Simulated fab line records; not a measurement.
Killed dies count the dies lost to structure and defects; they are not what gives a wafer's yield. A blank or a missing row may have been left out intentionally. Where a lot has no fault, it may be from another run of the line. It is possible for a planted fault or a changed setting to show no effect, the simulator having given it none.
fab line records | flow nand_harc
record: lots: 13 wafers: 39 last_day: 34
route steps=1302 shown A_BONDPAD@1203 THIN_TSV@1272 END@1302
lots untouched by any fault: they come from a run of this same line in which no faults occurred
start_h: hours from the record's opening day to when the first of the lot's shown wafers began | wait_h: hours from the lot's prior step to this one | " as in the row above | L1.1+2: a row that stands for several wafers | - either no value or no given start | * or withheld: withheld | < > ~ a bound
route shown NAME@n: NAME is a module with steps in the file, n the number in the route of the first one | usual: the fault-free wafers' mean and standard deviation | same: alike in all rows | chamber/n: place in a boat | sites: per-site readings | _std_site: how widely they spread, as a standard deviation | _edge_site: mean of outer sites minus mean of inner sites | radius_mm: for every site, how far away it sits from the centre of the wafer | mask NAME#n: copy n | behind: the tool/chamber that last shaped the wafer | hold: the reason the lot was held/the length of the hold in hours/how it ended | device: transistor that didn't switch, given as n, p or np | end of line: tests run on the same wafers once the route is complete | for a step that has no rows: nothing shown but its recipe | killed: count of dies lost to structure and defects at first sort (not the wafer's yield) | map: a wafer's dies, marking killed ones x, the rest . and places with no die _
set.NAME: the setting as run; set.NAME@STEP: as run at that earlier step | model.NAME: the simulator's own value behind a step, which no gauge read
route steps across a sampled set of lots; one table per step, one row per wafer
services: a tool's chamber out of use, with start hour (start_h, from the record's first day; less than 0 if before it), hours out, and reason
== steps ==
step: NHARC_A_BONDPAD_CMP_29
recipe: target_thk_nm: 200 material: SiCN
usual: motor_current_A: 12.1/1.7
columns lot.wafer tool chamber start_h wait_h motor_current_A
L764.3 cmp-03 0 542.40 - 12.0
L764.4 " 2 " " 12.5
L764.6 " 3 " " 14.5
L766.4 cmp-04 2 552.64 - 13.3
L766.1 " 3 " " 9.5
L766.6 " 0 " " 11.0
L769.4 cmp-02 1 570.33 - 12.4
L769.1 " 3 " " 13.1
L769.5 " 1 " " 11.9
L768.4 cmp-02 1 571.38 - 12.1
L768.3 " 2 " " 15.0
L768.2 " 0 " " 11.9
L772.1 cmp-04 0 629.65 - 10.7
L772.2 " 2 " " 13.0
L772.6 " 3 " " 9.5
L774.1 cmp-04 2 641.17 - 13.5
L774.3 " 0 " " 11.0
L774.6 " 1 " " 12.7
L775.2 cmp-04 1 657.74 - 12.9
L775.1 " 3 " " 9.3
L775.5 " 2 " " 14.2
L782.3 cmp-04 0 719.85 - 10.5
L782.1 " 1 " " 13.4
L782.6 " 3 " " 9.7
L783.4 cmp-04 3 747.67 - 9.5
L783.1 " 2 " " 13.5
L783.6 " 0 " " 10.8
L784.4 cmp-04 3 748.78 - 9.0
L784.2 " 1 " " 12.7
L784.1 " 2 " " 13.6
L785.1 cmp-04 3 750.12 - 9.8
L785.3 " 1 " " 13.1
L785.5 " 0 " " 10.4
L786.2 cmp-04 1 769.91 - 13.1
L786.6 " 1 " " 12.3
L786.5 " 2 " " 14.4
L787.1 cmp-04 0 771.60 - 10.6
L787.4 " 2 " " 13.6
L787.5 " 0 " " 11.3
step: NHARC_THIN_TSV_PVD_19
recipe: target_thk_a: 200 chamber_pressure_pa: 5 material: TaN
usual: throttle_valve_pct: 30.3/1.1
columns lot.wafer tool chamber start_h wait_h throttle_valve_pct
L764.3 pvd_sputter-02 - - - 31.7
L764.4 " - " " 30.8
L764.6 " - " " 30.5
L766.1 pvd_sputter-03 - - - 29.2
L766.4 " - " " 28.6
L766.6 " - " " 28.8
L768.3 pvd_sputter-03 - - - 28.5
L768.2 " - " " 31.5
L768.4 " - " " 30.9
L769.1 pvd_sputter-02 - - - 31.8
L769.4 " - " " 30.4
L769.5 " - " " 31.9
L772.2 pvd_sputter-01 - - - 28.2
L772.1 " - " " 28.4
L772.6 " - " " 28.0
L774.1 pvd_sputter-02 - - - 30.1
L774.3 " - " " 31.7
L774.6 " - " " 30.8
L775.1 pvd_sputter-02 - - - 29.1
L775.2 " - " " 31.6
L775.5 " - " " 29.7
L782.3 pvd_sputter-02 - - - 29.1
L782.1 " - " " 31.8
L782.6 " - " " 29.6
L783.4 pvd_sputter-02 - - - 29.3
L783.1 " - " " 31.7
L783.6 " - " " 30.0
L784.1 pvd_sputter-01 - - - 31.1
L784.2 " - " " 30.8
L784.4 " - " " 28.9
L785.3 pvd_sputter-02 - - - 31.6
L785.1 " - " " 30.6
L785.5 " - " " 31.6
L786.2 pvd_sputter-01 - - - 29.3
L786.5 " - " " 29.0
L786.6 " - " " 30.9
L787.1 pvd_sputter-03 - - - 29.2
L787.4 " - " " 30.5
L787.5 " - " " 29.0
step: NHARC_THIN_TSV_PRE_CLEAN_54
recipe: time_s: 30 temp_c: 280 gas: H2/He
usual: heater_power_w: 404/39 susceptor_temp_C: 280.04/0.19
columns lot.wafer tool chamber start_h wait_h heater_power_w susceptor_temp_C
L764.4 pvd_sputter-02 - 572.86 0.1 383 -
L764.3 " - " " 411 -
L764.6 " - " " 485 -
L766.4 pvd_sputter-03 - 575.51 0.0 331 280.14
L766.1 " - " " 393 280.19
L766.6 " - " " 313 280.21
L768.4 pvd_sputter-01 - 592.22 0.1 370 -
L768.2 " - " " 412 -
L768.3 " - " " 421 -
L769.4 pvd_sputter-03 - 593.33 0.0 437 279.89
L769.1 " - " " 388 280.18
L769.5 " - " " 317 280.05
L772.1 pvd_sputter-01 - 653.47 0.1 412 279.88
L772.2 " - " " 388 279.85
L772.6 " - " " 422 280.05
L774.1 pvd_sputter-02 - 663.37 0.0 486 -
L774.3 " - " " 430 -
L774.6 " - " " 375 -
L775.2 pvd_sputter-01 - 680.78 0.1 404 280.06
L775.1 " - " " 363 280.15
L775.5 " - " " 410 279.75
L782.1 pvd_sputter-01 - 741.28 0.0 370 279.96
L782.3 " - " " 423 280.08
L782.6 " - " " 371 280.04
L783.4 pvd_sputter-03 - 771.67 0.1 392 280.06
L783.1 " - " " 430 280.18
L783.6 " - " " 391 280.16
L784.2 pvd_sputter-01 - 772.72 0.0 396 280.01
L784.1 " - " " 424 280.17
L784.4 " - " " 412 280.17
L785.1 pvd_sputter-02 - 774.17 0.1 422 279.80
L785.3 " - " " 382 279.84
L785.5 " - " " 489 280.28
L786.2 pvd_sputter-02 - 794.10 0.1 450 -
L786.5 " - " " 426 -
L786.6 " - " " 481 -
L787.1 pvd_sputter-03 - 794.28 0.0 332 280.15
L787.4 " - " " 452 279.95
L787.5 " - " " 324 280.13
step: NHARC_THIN_TSV_CD_MEAS_33
recipe: target_cd_nm: 5000 landing_energy_ev: 500
usual: cd_nm: 5000.1/1.7
columns lot.wafer tool chamber start_h wait_h cd_nm
L764.3 cd_sem-03 0 573.79 - 5002.9
L764.4 " 0 " " 5000.2
L764.6 " 0 " " 5002.6
L766.1 cd_sem-01 0 576.57 - 5001.0
L766.4 " 0 " " 5000.0
L766.6 " 0 " " 5000.8
L768.2 cd_sem-02 0 593.29 - 5000.8
L768.3 " 0 " " 4999.5
L768.4 " 0 " " 4999.8
L769.1 cd_sem-01 0 594.41 - 4999.9
L769.4 " 0 " " 4997.7
L769.5 " 0 " " 4997.8
L772.1 cd_sem-03 0 654.52 - 5000.6
L772.2 " 0 " " 5000.3
L772.6 " 0 " " 4998.9
L774.1 cd_sem-02 0 664.45 - 5003.0
L774.3 " 0 " " 5000.7
L774.6 " 0 " " 5001.0
L775.1 cd_sem-03 0 681.86 - 5001.4
L775.2 " 0 " " 5000.8
L775.5 " 0 " " 5001.5
L782.1 cd_sem-03 0 742.25 - 4999.6
L782.3 " 0 " " 4998.1
L782.6 " 0 " " 4999.7
L783.1 cd_sem-03 0 772.73 - 4998.2
L783.4 " 0 " " 4998.5
L783.6 " 0 " " 5000.7
L784.1 cd_sem-03 0 773.65 - 4998.4
L784.2 " 0 " " 4998.3
L784.4 " 0 " " 4998.9
L785.1 cd_sem-02 0 775.11 - 5000.8
L785.3 " 0 " " 4999.5
L785.5 " 0 " " 5000.9
L786.2 cd_sem-03 0 795.14 - 4996.3
L786.5 " 0 " " 4996.5
L786.6 " 0 " " 4995.8
L787.1 cd_sem-01 0 795.34 - 5000.8
L787.4 " 0 " " 5003.5
L787.5 " 0 " " 5001.6
step: NHARC_END_SORT_01
recipe: temp_c: 25
usual: defect_limited_yield: 91/3.1 killed_at_array: 53/21 killed_at_other: 1.0/1.3 killed_at_periphery: 3.8/2.4 killed_dies: 58/21 killed_open: 3.4/1.9 killed_short: 2.4/1.5 sort_bin_2_pct: 3.0/1.3 sort_bin_3_pct: 0.6/0.39 sort_bin_4_pct: 4.9/1.8 sort_n_pass: 619/21 sort_rim_yield_pct: 88/5.3 sort_yield_pct: 91/3.1
same: gross_dies: 677 sort_bin_5_pct[%]: 0 sort_bin_6_pct[%]: 0 sort_bin_7_pct[%]: 0 sort_bin_8_pct[%]: 0 sort_rim_n_gross: 106.00
columns lot.wafer tool chamber start_h wait_h defect_limited_yield[%] killed_at_array killed_at_other killed_at_periphery killed_dies killed_open killed_short sort_bin_2_pct[%] sort_bin_3_pct[%] sort_bin_4_pct[%] sort_n_pass sort_rim_yield_pct[%] sort_yield_pct[%]
L766.1 prober-01 0 582.82 2.5 88 77 0 3 80 3 2 4.0 0.6 7.2 597 89 88
L766.4 prober-01 0 585.19 3.4 89 64 1 8 73 5 4 4.0 0.9 5.9 604 91 89
L766.6 prober-01 0 586.78 4.0 89 72 0 5 77 3 2 4.3 0.7 6.4 600 90 89
L764.3 prober-02 0 584.43 3.1 89 70 2 3 75 7 1 4.0 0.6 6.5 602 92 89
L764.4 prober-02 0 585.23 3.4 88 77 4 3 84 4 2 4.0 0.6 7.8 593 90 88
L764.6 prober-02 0 586.83 4.0 91 58 2 0 60 5 2 3.5 1.0 4.3 617 92 91
L769.1 prober-01 0 602.46 2.5 95 34 0 3 37 3 0 1.9 1.0 2.5 640 86 95
L769.4 prober-01 0 604.90 3.4 91 54 1 4 59 6 2 3.4 0.4 4.9 618 93 91
L769.5 prober-01 0 605.71 3.7 91 58 1 2 61 3 3 3.2 0.9 4.9 616 92 91
L768.2 prober-02 0 603.27 2.8 89 70 1 1 72 4 5 3.8 0.4 6.4 605 92 89
L768.3 prober-02 0 604.07 3.1 89 70 1 4 75 9 1 4.7 0 6.4 602 90 89
L768.4 prober-02 0 604.87 3.4 89 72 1 4 77 10 2 4.7 0.9 5.8 600 90 89
L772.1 prober-01 0 663.64 2.5 88 74 1 3 78 5 1 4.3 1.0 6.2 599 80 88
L772.2 prober-01 0 664.44 2.8 87 86 0 2 88 4 1 4.3 1.2 7.5 589 88 87
L772.6 prober-01 0 667.67 4.0 90 61 2 6 69 5 2 4.6 0.6 5.0 608 93 90
L774.1 prober-02 0 677.03 2.5 56 298 1 1 300 2 2 15.1 2.8 26.4 377 43 56
L774.3 prober-02 0 678.64 3.1 92 56 1 0 57 3 4 3.0 0.3 5.2 620 83 92
L774.6 prober-02 0 681.05 4.0 88 74 2 3 79 1 3 3.5 1.5 6.6 598 92 88
L775.1 prober-01 0 691.53 2.5 96 24 1 4 29 8 3 1.6 0.3 2.4 648 92 96
L775.2 prober-01 0 692.32 2.8 96 24 0 4 28 7 3 1.5 0.1 2.5 649 98 96
L775.5 prober-01 0 694.72 3.7 58 285 0 2 287 2 1 14.3 4.0 24.1 390 62 58
L782.1 prober-01 0 751.42 2.5 89 67 5 4 76 2 5 4.9 0.6 5.8 601 92 89
L782.3 prober-01 0 753.01 3.1 87 87 0 0 87 1 3 5.2 1.8 5.9 590 90 87
L782.6 prober-01 0 755.40 4.0 89 71 0 1 72 1 0 4.0 1.0 5.6 605 89 89
L784.1 prober-01 0 783.69 2.5 90 52 1 16 69 4 2 4.4 1.0 4.7 608 85 90
L784.2 prober-01 0 784.48 2.8 87 73 2 11 86 3 5 4.4 0.7 7.5 591 87 87
L784.4 prober-01 0 786.06 3.4 90 62 3 6 71 3 2 4.3 0.4 5.8 606 79 90
L783.1 prober-02 0 783.72 2.5 94 42 0 1 43 3 0 3.0 0.7 2.7 634 92 94
L783.4 prober-02 0 786.12 3.4 93 44 2 1 47 6 2 3.1 0.1 3.7 630 83 93
L783.6 prober-02 0 787.72 4.0 93 42 4 3 49 3 3 2.8 0.4 4.0 628 89 93
L785.1 prober-01 0 791.48 2.5 97 11 3 3 17 3 2 0.3 0 2.2 660 97 97
L785.3 prober-01 0 793.11 3.1 95 23 2 6 31 3 1 1.3 0.4 2.8 646 92 95
L785.5 prober-01 0 794.74 3.8 98 13 0 2 15 5 3 0.3 0.1 1.8 662 98 98
L787.1 prober-01 0 805.04 2.6 91 54 0 4 58 6 3 4.0 0.6 4.0 619 84 91
L787.4 prober-01 0 807.46 3.4 90 64 0 7 71 7 2 4.4 0.9 5.2 606 79 90
L787.5 prober-01 0 808.27 3.7 91 59 1 2 62 2 2 3.5 0.7 4.9 615 81 91
L786.2 prober-02 0 805.76 2.8 95 29 0 2 31 2 1 1.3 0.1 3.1 646 99 95
L786.5 prober-02 0 808.12 3.7 95 33 1 3 37 4 3 1.5 0.1 3.8 640 95 95
L786.6 prober-02 0 808.91 3.9 95 28 2 4 34 3 2 1.3 0.4 3.2 643 90 95
killed by level:class
L766.1 A_CHANNEL_HOLE_D2:chamber_film_flake=44 A_SLIT:chamber_film_flake=19 A_STAIRCASE:chamber_film_flake=5 A_CHANNEL_HOLE_D1:chamber_film_flake=2 A_CONTACT:chamber_film_flake=2 P_CONTACT:geometric_particle:short=1 A_ONON_D1:geometric_particle:short=1 A_ONON_D1:geometric_particle:open=1
L764.3 A_CHANNEL_HOLE_D2:chamber_film_flake=36 A_SLIT:chamber_film_flake=17 A_CONTACT:chamber_film_flake=5 A_CHANNEL_HOLE_D1:chamber_film_flake=3 P_CONTACT:geometric_particle:open=2 A_WL_FILL:geometric_particle:open=2 A_CHANNEL_FILL_D2:geometric_particle:open=1 A_WL_FILL:geometric_particle:short=1
L766.4 A_CHANNEL_HOLE_D2:chamber_film_flake=34 A_SLIT:chamber_film_flake=15 P_ZERO_WELL:chamber_film_flake=3 P_GATE:chamber_film_flake=3 A_STAIRCASE:chamber_film_flake=3 A_CHANNEL_HOLE_D1:chamber_film_flake=2 A_CONTACT:chamber_film_flake=2 P_M0:geometric_particle:open=1
L764.4 A_CHANNEL_HOLE_D2:chamber_film_flake=36 A_SLIT:chamber_film_flake=18 A_CONTACT:chamber_film_flake=7 A_ZERO_WELL:chamber_film_flake=4 THIN_TSV:chamber_film_flake=3 A_DECK1_JOINT:chamber_film_flake=2 A_ONON_D2:geometric_particle:open=1 A_CHANNEL_HOLE_D2:geometric_particle:open=1
L766.6 A_CHANNEL_HOLE_D2:chamber_film_flake=34 A_SLIT:chamber_film_flake=21 A_STAIRCASE:chamber_film_flake=5 A_CONTACT:chamber_film_flake=5 P_GATE:chamber_film_flake=2 P_CONTACT:geometric_particle:open=1 P_M0:geometric_particle:open=1 A_CHANNEL_FILL_D1:geometric_particle:short=1
L764.6 A_CHANNEL_HOLE_D2:chamber_film_flake=29 A_SLIT:chamber_film_flake=13 A_CONTACT:chamber_film_flake=6 A_ONON_D1:geometric_particle:short=2 A_CHANNEL_FILL_D2:geometric_particle:open=2 A_STAIRCASE:chamber_film_flake=2 THIN_TSV:chamber_film_flake=2 A_ONON_D1:geometric_particle:open=1
L769.1 A_CHANNEL_HOLE_D1:chamber_film_flake=13 A_CHANNEL_HOLE_D2:chamber_film_flake=12 A_STAIRCASE:chamber_film_flake=3 A_WL_FILL:chamber_film_flake=2 A_CONTACT:chamber_film_flake=2 P_M0:geometric_particle:open=1 A_ONON_D1:geometric_particle:open=1 A_CHANNEL_FILL_D1:geometric_particle:open=1
L768.2 A_CHANNEL_HOLE_D2:chamber_film_flake=32 A_SLIT:chamber_film_flake=20 A_CONTACT:chamber_film_flake=7 A_ONON_D1:geometric_particle:short=3 A_CHANNEL_HOLE_D1:chamber_film_flake=2 A_ONON_D1:geometric_particle:open=1 A_ONON_D2:geometric_particle:open=1 A_CHANNEL_HOLE_D2:geometric_particle:short=1
L768.3 A_CHANNEL_HOLE_D2:chamber_film_flake=32 A_SLIT:chamber_film_flake=16 A_CONTACT:chamber_film_flake=9 A_CHANNEL_HOLE_D1:chamber_film_flake=4 A_ONON_D1:geometric_particle:open=2 P_GATE:geometric_particle:short=1 P_GATE:geometric_particle:open=1 P_M0:geometric_particle:open=1
L768.4 A_CHANNEL_HOLE_D2:chamber_film_flake=29 A_SLIT:chamber_film_flake=18 A_CONTACT:chamber_film_flake=11 A_CHANNEL_HOLE_D1:chamber_film_flake=3 A_CHANNEL_FILL_D2:geometric_particle:open=2 A_WL_FILL:geometric_particle:open=2 P_CONTACT:geometric_particle:short=1 P_M1:geometric_particle:open=1
L769.4 A_CHANNEL_HOLE_D1:chamber_film_flake=35 A_CHANNEL_HOLE_D2:chamber_film_flake=7 A_ONON_D1:geometric_particle:open=2 A_SLIT:chamber_film_flake=2 P_CONTACT:geometric_particle:open=1 P_CONTACT:geometric_particle:short=1 A_CHANNEL_FILL_D1:geometric_particle:open=1 A_DECK1_JOINT:geometric_particle:short=1
L769.5 A_CHANNEL_HOLE_D1:chamber_film_flake=38 A_CHANNEL_HOLE_D2:chamber_film_flake=10 A_STAIRCASE:chamber_film_flake=2 P_STI:geometric_particle:short=1 P_GATE:geometric_particle:short=1 A_ONON_D1:geometric_particle:open=1 A_CHANNEL_FILL_D1:geometric_particle:short=1 A_CHANNEL_FILL_D1:geometric_particle:open=1
L772.1 A_SLIT:chamber_film_flake=23 A_CHANNEL_HOLE_D1:chamber_film_flake=21 A_CHANNEL_HOLE_D2:chamber_film_flake=14 A_CONTACT:chamber_film_flake=6 A_SGD_CUT:chamber_film_flake=3 A_M0:geometric_particle:open=2 A_CHANNEL_HOLE_D1:geometric_particle:open=1 A_CHANNEL_FILL_D1:geometric_particle:open=1
L772.2 A_CHANNEL_HOLE_D1:chamber_film_flake=36 A_SLIT:chamber_film_flake=21 A_CHANNEL_HOLE_D2:chamber_film_flake=16 A_CONTACT:chamber_film_flake=4 A_DECK1_JOINT:geometric_particle:open=2 A_CHANNEL_FILL_D1:geometric_particle:short=1 A_CHANNEL_FILL_D1:geometric_particle:open=1 A_ONON_D2:geometric_particle:open=1
L772.6 A_CHANNEL_HOLE_D1:chamber_film_flake=29 A_SLIT:chamber_film_flake=18 A_CHANNEL_HOLE_D2:chamber_film_flake=3 A_SGD_CUT:chamber_film_flake=3 A_CHANNEL_FILL_D1:geometric_particle:short=2 P_M2:chamber_film_flake=2 THIN_TSV:chamber_film_flake=2 P_STI:geometric_particle:open=1
L774.1 A_BONDPAD:unspecified=262 A_SLIT:chamber_film_flake=14 A_CHANNEL_HOLE_D1:chamber_film_flake=13 A_M1:chamber_film_flake=2 P_CONTACT:geometric_particle:open=1 A_DECK1_JOINT:geometric_particle:short=1 A_WL_FILL:geometric_particle:short=1 A_M0:geometric_particle:open=1
L774.3 A_SLIT:chamber_film_flake=23 A_CHANNEL_HOLE_D1:chamber_film_flake=16 A_CONTACT:chamber_film_flake=6 A_ONON_D1:geometric_particle:short=1 A_CHANNEL_FILL_D1:geometric_particle:short=1 A_ONON_D2:geometric_particle:open=1 A_SGD_CUT:geometric_particle:open=1 A_WL_FILL:geometric_particle:short=1
L774.6 A_CHANNEL_HOLE_D1:chamber_film_flake=36 A_SLIT:chamber_film_flake=24 A_CONTACT:chamber_film_flake=5 A_M0:geometric_particle:short=2 A_DECK1_JOINT:chamber_film_flake=2 A_STAIRCASE:chamber_film_flake=2 A_SGD_CUT:chamber_film_flake=2 THIN_TSV:chamber_film_flake=2
L775.1 A_CHANNEL_HOLE_D1:chamber_film_flake=8 A_CONTACT:chamber_film_flake=5 P_M0:geometric_particle:open=3 A_CHANNEL_FILL_D2:geometric_particle:open=2 A_CHANNEL_FILL_D1:geometric_particle:open=1 A_CHANNEL_FILL_D1:geometric_particle:short=1 A_ONON_D2:geometric_particle:open=1 A_CHANNEL_FILL_D2:geometric_particle:short=1
L775.2 A_CONTACT:chamber_film_flake=6 A_CHANNEL_FILL_D2:geometric_particle:short=3 A_SLIT:chamber_film_flake=3 A_CHANNEL_FILL_D2:geometric_particle:open=2 P_GATE:chamber_film_flake=2 A_CHANNEL_HOLE_D1:chamber_film_flake=2 P_M0:geometric_particle:open=1 A_ONON_D2:geometric_particle:open=1
L775.5 A_BONDPAD:unspecified=269 A_CHANNEL_HOLE_D1:chamber_film_flake=6 A_STAIRCASE:chamber_film_flake=2 A_SLIT:chamber_film_flake=2 A_CONTACT:chamber_film_flake=2 P_M0:geometric_particle:open=1 A_CHANNEL_FILL_D2:geometric_particle:open=1 A_WL_FILL:geometric_particle:short=1
L782.1 A_CHANNEL_HOLE_D1:chamber_film_flake=27 A_SLIT:chamber_film_flake=20 A_STAIRCASE:chamber_film_flake=5 A_CONTACT:chamber_film_flake=5 THIN_TSV:chamber_film_flake=5 A_CHANNEL_FILL_D1:chamber_film_flake=2 P_STI:geometric_particle:open=1 P_STI:geometric_particle:short=1
L782.3 A_CHANNEL_HOLE_D1:chamber_film_flake=44 A_SLIT:chamber_film_flake=24 A_CONTACT:chamber_film_flake=8 A_STAIRCASE:chamber_film_flake=4 A_ONON_D1:geometric_particle:short=1 A_CHANNEL_HOLE_D2:geometric_particle:short=1 A_WL_FILL:geometric_particle:short=1 A_WL_FILL:geometric_particle:open=1
L782.6 A_CHANNEL_HOLE_D1:chamber_film_flake=33 A_SLIT:chamber_film_flake=23 A_CONTACT:chamber_film_flake=4 A_STAIRCASE:chamber_film_flake=3 A_CHANNEL_FILL_D1:chamber_film_flake=2 A_CHANNEL_HOLE_D2:chamber_film_flake=2 A_CONTACT:geometric_particle:open=1 P_GATE:chamber_film_flake=1
L784.1 A_CHANNEL_HOLE_D2:chamber_film_flake=19 A_SLIT:chamber_film_flake=10 P_CONTACT:chamber_film_flake=7 A_CONTACT:chamber_film_flake=7 A_CHANNEL_HOLE_D1:chamber_film_flake=6 P_GATE:chamber_film_flake=5 P_ZERO_WELL:chamber_film_flake=2 A_CHANNEL_FILL_D1:chamber_film_flake=2
L783.1 A_SLIT:chamber_film_flake=22 A_CHANNEL_HOLE_D1:chamber_film_flake=6 A_CONTACT:chamber_film_flake=6 A_CHANNEL_FILL_D1:chamber_film_flake=3 P_ZERO_WELL:geometric_particle:open=1 A_ONON_D2:geometric_particle:open=1 A_M0:geometric_particle:open=1 A_DECK1_JOINT:chamber_film_flake=1
L784.2 A_CHANNEL_HOLE_D2:chamber_film_flake=20 A_STAIRCASE:chamber_film_flake=14 A_CONTACT:chamber_film_flake=12 A_SLIT:chamber_film_flake=9 A_CHANNEL_HOLE_D1:chamber_film_flake=8 P_CONTACT:chamber_film_flake=6 A_SOURCE_PLATE:geometric_particle:short=2 A_CHANNEL_FILL_D1:chamber_film_flake=2
L784.4 A_CHANNEL_HOLE_D2:chamber_film_flake=19 A_CHANNEL_HOLE_D1:chamber_film_flake=15 A_CONTACT:chamber_film_flake=7 A_STAIRCASE:chamber_film_flake=7 A_SLIT:chamber_film_flake=4 P_CONTACT:chamber_film_flake=3 THIN_TSV:chamber_film_flake=3 A_DECK1_JOINT:chamber_film_flake=2
L783.4 A_SLIT:chamber_film_flake=19 A_CHANNEL_HOLE_D1:chamber_film_flake=9 A_CONTACT:chamber_film_flake=5 A_M0:chamber_film_flake=2 P_M1:geometric_particle:open=1 A_CHANNEL_FILL_D1:geometric_particle:short=1 A_ONON_D2:geometric_particle:open=1 A_CHANNEL_HOLE_D2:geometric_particle:open=1
L783.6 A_SLIT:chamber_film_flake=23 A_CONTACT:chamber_film_flake=8 THIN_TSV:chamber_film_flake=4 A_CHANNEL_FILL_D1:geometric_particle:open=3 A_CHANNEL_HOLE_D1:chamber_film_flake=2 A_STAIRCASE:chamber_film_flake=2 A_M0:chamber_film_flake=2 P_M1:geometric_particle:short=1
L785.1 A_SLIT:chamber_film_flake=3 A_CONTACT:chamber_film_flake=3 THIN_TSV:chamber_film_flake=3 P_M0:geometric_particle:open=1 A_ONON_D1:geometric_particle:short=1 A_CHANNEL_FILL_D1:geometric_particle:open=1 A_DECK1_JOINT:geometric_particle:short=1 A_STAIRCASE:geometric_particle:open=1
L785.3 A_CONTACT:chamber_film_flake=6 A_SLIT:chamber_film_flake=5 A_CHANNEL_FILL_D1:chamber_film_flake=3 P_M0:geometric_particle:open=2 A_CHANNEL_HOLE_D2:chamber_film_flake=2 THIN_TSV:chamber_film_flake=2 A_CHANNEL_FILL_D2:geometric_particle:short=1 A_M0:geometric_particle:open=1
L785.5 A_M0:geometric_particle:open=2 A_SLIT:chamber_film_flake=2 A_CONTACT:chamber_film_flake=2 A_ONON_D1:geometric_particle:short=1 A_CHANNEL_FILL_D2:geometric_particle:short=1 A_SGD_CUT:geometric_particle:open=1 A_WL_FILL:geometric_particle:open=1 A_CONTACT:geometric_particle:open=1
L787.1 A_CHANNEL_HOLE_D2:chamber_film_flake=19 A_SLIT:chamber_film_flake=12 A_CONTACT:chamber_film_flake=8 A_CHANNEL_HOLE_D1:chamber_film_flake=6 P_M1:chamber_film_flake=3 P_M0:geometric_particle:open=1 A_ONON_D1:geometric_particle:open=1 A_CHANNEL_FILL_D1:geometric_particle:short=1
L786.2 A_SLIT:chamber_film_flake=12 A_STAIRCASE:chamber_film_flake=5 A_CONTACT:chamber_film_flake=5 A_CHANNEL_FILL_D1:chamber_film_flake=2 A_WL_FILL:chamber_film_flake=2 P_M0:geometric_particle:open=1 A_SOURCE_PLATE:geometric_particle:open=1 A_ONON_D1:geometric_particle:short=1
L787.4 A_SLIT:chamber_film_flake=20 A_CHANNEL_HOLE_D2:chamber_film_flake=19 A_CHANNEL_HOLE_D1:chamber_film_flake=8 A_CONTACT:chamber_film_flake=6 P_M1:chamber_film_flake=4 A_CHANNEL_FILL_D2:geometric_particle:short=2 A_DECK1_JOINT:chamber_film_flake=2 P_CONTACT:geometric_particle:open=1
L786.5 A_CONTACT:chamber_film_flake=11 A_SLIT:chamber_film_flake=10 A_ONON_D2:geometric_particle:open=2 A_WL_FILL:chamber_film_flake=2 P_M1:geometric_particle:open=1 A_CHANNEL_FILL_D1:geometric_particle:short=1 A_ONON_D2:geometric_particle:short=1 A_WL_FILL:geometric_particle:open=1
L787.5 A_SLIT:chamber_film_flake=23 A_CHANNEL_HOLE_D2:chamber_film_flake=21 A_CHANNEL_HOLE_D1:chamber_film_flake=6 A_CONTACT:chamber_film_flake=5 P_M0:geometric_particle:open=1 A_CHANNEL_FILL_D2:geometric_particle:short=1 A_WL_FILL:geometric_particle:short=1 A_M0:geometric_particle:open=1
L786.6 A_SLIT:chamber_film_flake=11 A_CONTACT:chamber_film_flake=8 A_CHANNEL_FILL_D1:chamber_film_flake=3 P_M1:chamber_film_flake=2 P_M0:geometric_particle:open=1 A_CHANNEL_FILL_D2:geometric_particle:short=1 A_SGD_CUT:geometric_particle:short=1 A_SGD_CUT:geometric_particle:open=1
== services ==
columns tool chamber start_h hours kind
cmp-02 - 526.50 4.0 pm
pvd_sputter-03 - 536.44 10.0 pm
cmp-04 - 543.42 1.5 repair
pvd_sputter-02 - 550.37 0.5 repair
cmp-03 - 554.05 4.0 pm
pvd_sputter-02 - 578.12 2.2 repair
pvd_sputter-01 - 582.02 10.0 pm
cmp-02 - 591.66 6.1 repair
cmp-04 - 601.07 4.0 pm
cmp-04 - 605.07 - consumable_replace:conditioner
cmp-04 - 605.07 - consumable_replace:pad
cmp-02 - 624.50 4.0 pm
cmp-04 - 645.02 3.0 repair
cmp-03 - 652.05 4.0 pm
pvd_sputter-02 - 665.24 10.0 pm
cmp-04 - 699.07 4.0 pm
pvd_sputter-03 - 714.44 10.0 pm
cmp-02 - 722.50 4.0 pm
pvd_sputter-03 - 730.38 3.8 repair
cmp-03 - 750.05 4.0 pm
cmp-02 - 753.09 1.0 repair
cmp-03 - 759.64 12.3 repair
pvd_sputter-01 - 760.02 10.0 pm
pvd_sputter-01 - 792.41 3.6 repair
== key ==
first_sign: step: NHARC_END_SORT_01 reading: killed_at_array direction: up sigmas: 11 usual: 53 struck: 292
effect: step: NHARC_END_SORT_01 reading: defect_limited_yield direction: down sigmas: 11 usual: 91 struck: 57
more_kills_born_at: NHARC_A_BONDPAD_CMP_29@cmp-04: 531
met_at NHARC_A_BONDPAD_CMP_29
struck_lots L774,L775
struck_wafers L774.1,L775.5
not_acting_at NHARC_THIN_TSV_PVD_19,NHARC_THIN_TSV_PRE_CLEAN_54,NHARC_THIN_TSV_CD_MEAS_33
onset_between 629.65 641.17
fault: kind: chamber_particle_source tool: cmp-04 chamber: 2 onset_h: 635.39 steps: NHARC_A_BONDPAD_CMP_29 rate_per_visit_cm2: 0.51043 end_h: 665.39
